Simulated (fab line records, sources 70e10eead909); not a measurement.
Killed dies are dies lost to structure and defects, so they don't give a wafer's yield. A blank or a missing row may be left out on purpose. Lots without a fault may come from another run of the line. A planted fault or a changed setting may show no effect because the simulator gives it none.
Problem report in the 8D (eight disciplines) form, filled by code | flow nand_harc | the parts of the form that need people (team, actions taken, sign-off) are left out

1. THE PROBLEM
raw_defect_count at NHARC_P_GATE_INSPECT_68 reads a mean of 995 on 1 wafer of 1 lot; wafers without a fault read 211 with a standard deviation of 77. That is +10 standard deviations from the usual mean.
First seen on wafer L312.6, day 7 13:16, on defect_inspect-01. The record holds 36 wafers of 12 lots with a number at this step. Rule for "out", or "out of limits": more than 4 standard deviations from the usual mean. The other wafers with a number count as sound.

2. WHAT IT IS AND WHAT IT IS NOT
question                    | is                | is not
which readings at this step | raw_defect_count  | -
which lots                  | L312              | L303, L305, L309, L316, L318, L319, L321, L322, L323, L325, L326
which wafers of those lots  | L312.6            | L312.2, L312.5
read on which gauges        | defect_inspect-01 | defect_inspect-02
when                        | from day 7 13:16  | up to then (11 sound wafers); but 24 sound wafers of L316, L318, L319, L321, L322, L323, L325, L326 came after

3. SUSPECTS, AND WHAT RULES EACH OUT
Counting: a tool at a process step up to the reading stays a suspect if it ran every lot that is out. Sound lots after the first of them don't rule it out here, since some wafers of a struck lot are sound.
- the gauge at NHARC_P_GATE_INSPECT_68: ruled out. All the wafers that are out were read on defect_inspect-01, but those of them that NHARC_END_SORT_01 has rows for are out there too, on other tools.
- rie_diel-12 at NHARC_P_GATE_ETCH_104 (etches the open film in CF4/CHF3, target depth 60 nm): kept. It ran the lot that is out, L312 (day 6 18:21).
- plasma_asher-01 at NHARC_P_GATE_STRIP_76 (strips in O2): kept. It ran the lot that is out, L312 (day 7 09:05); its last sound lot up to then is L309 (day 6 21:35).
- rtp_anneal-02 at NHARC_P_GATE_RTA_64 (time 1 s): kept. It ran the lot that is out, L312 (day 7 12:01); its last sound lot up to then is L309 (day 7 00:11).
- Within rie_diel-12 at NHARC_P_GATE_ETCH_104: the wafers that are out ran in chamber 2; their sound lot-mates ran in chambers 1, 3.
Left after counting: rie_diel-12 at NHARC_P_GATE_ETCH_104, plasma_asher-01 at NHARC_P_GATE_STRIP_76, rtp_anneal-02 at NHARC_P_GATE_RTA_64.

4. THE CAUSE (what the simulator had put in)
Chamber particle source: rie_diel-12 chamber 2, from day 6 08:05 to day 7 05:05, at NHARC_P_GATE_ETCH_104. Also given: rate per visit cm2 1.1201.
Counting left 3 suspects, and this tool is among them.

5. THE CHAIN OF EFFECTS, in route order
Each row: a reading whose mean over the struck wafers that have a number lies more than 3 standard deviations from the usual. Only readings for which the record gives a usual standard deviation are gone through. hours: the time from each lot's start at the first step in this table that gives one to its start at this step, as a median over the lots. sigmas: the change in usual standard deviations.
hours | step                    | reading             | usual | on struck wafers | change | sigmas
0     | NHARC_P_GATE_INSPECT_68 | raw_defect_count    | 211   | 995              | +784   | +10
350   | NHARC_END_SORT_01       | killed_at_periphery | 3.8   | 52.0             | +48.2  | +23
350   | NHARC_END_SORT_01       | killed_dies         | 33    | 79               | +46    | +5.1

6. WHAT WOULD HAVE CAUGHT IT SOONER
In this record the first reading out of limits at a measuring or inspecting step was taken at day 7 13:16, 29 hours after the fault began at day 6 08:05.
Of the tool readings at NHARC_P_GATE_ETCH_104 for which the record gives a usual standard deviation, none was out on any struck wafer, so an alarm limit of 4 standard deviations on them would not have fired.
All the lots that are out (1) had begun NHARC_P_GATE_ETCH_104 on rie_diel-12 by day 7 13:16. A hold on the tool at that time would have spared none of them.
